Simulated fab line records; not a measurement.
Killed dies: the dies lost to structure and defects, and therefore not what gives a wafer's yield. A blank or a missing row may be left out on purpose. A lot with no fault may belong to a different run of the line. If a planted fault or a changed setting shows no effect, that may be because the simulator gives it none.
A struck lot beside a sound one | flow nand-harc | 13 out of 1302 route steps
Sound: the wafers L912.1, L912.3, L912.6. The struck wafers were L928.2, L928.3, L928.5. The cause comes at the end.
Order at every step that has rows: each side's tool, ch and its chambers, its first start. Under that, the readings that differ: sound wafers | struck wafers | difference of the means | sigmas: that difference in standard deviations of wafers without a fault.
alike: a reading whose means differ by less than 2 such deviations, as well as words and numbers matching on both sides. not compared: withheld readings; readings where some wafer has no value; bounds like >300 that might hide an equal value; numbers whose values overlap and for which the record gives no deviation.
A row with sigmas, a row that says differs or no value, or rows on one side alone: a step with any of these is where the two part. Numbers that have no deviation but don't overlap get no sigmas and don't part them. A reading missing from all wafers of one side parts the sides only when that side holds two or more wafers.

first, 1 step without rows for these wafers: NHARC_A_CONTACT_STRIP_27 (strips in post etch residue remover, time 600 s).
NHARC_A_CONTACT_ALD_18: deposits TiN, target thk 3 nm, pulse time 1 s, ald cycles 150.
  sound on ald-metal-04 ch 0,1,3, day 24 05:47; struck on ald-metal-01 ch 1,2,3, day 31 03:30
  alike: heater-power-w, precursor-pulse-height-rel
NHARC_A_CONTACT_CVD_19: deposits W, target thk 300 nm, time 802 s.
  sound on cvd-w-02 ch 0,1; struck on cvd-w-01 ch 0,1
  alike: heater-power-w, throttle-valve-pct
NHARC_A_CONTACT_CMP_20: polishes, t overpolish 30 s, target thk 300 nm.
  sound on cmp-04 ch 0,2, day 24 07:17; struck on cmp-01 ch 1,3, day 31 04:34
  alike: motor-current-A, overpolish-run-s, retaining-ring-pressure-frac, time-to-endpoint-s
after that, 1 step had no rows for these wafers: NHARC_A_CONTACT_SRD_22.
NHARC_A_CONTACT_INSPECT_23:
  sound on defect-inspect-02, day 24 07:41; struck on defect-inspect-01, day 31 04:58
  alike: raw-defect-count
then, 5 steps without rows for these wafers: NHARC_A_BLC_DEHYDRATE_00 (time 120 s); NHARC_A_BLC_HMDS_01 (time 30 s); NHARC_A_BLC_COAT_02 (time 75 s); NHARC_A_BLC_COAT_03 (time 65 s); NHARC_A_BLC_COAT_04 (resist thk 90 nm).
NHARC_A_BLC_SOFTBAKE_05: time 55 s.
  sound on litho-track-06 ch 0, day 24 07:00; struck on litho-track-06 ch 0, day 31 05:00
  reading                  | sound                | struck               | difference | sigmas
  heater-power-total-W (W) | 188.28 188.72 188.32 | 190.23 189.86 190.22 | +1.66      | +12
after that, 1 step had no rows for these wafers: NHARC_A_BLC_EBR_06.

## WHERE THEY PART
Within this record, at NHARC_A_BLC_SOFTBAKE_05 only.

WHY: what the simulator had put in
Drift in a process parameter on litho-track-06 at NHARC_A_BLC_SOFTBAKE_05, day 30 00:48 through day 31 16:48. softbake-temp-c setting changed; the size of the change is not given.
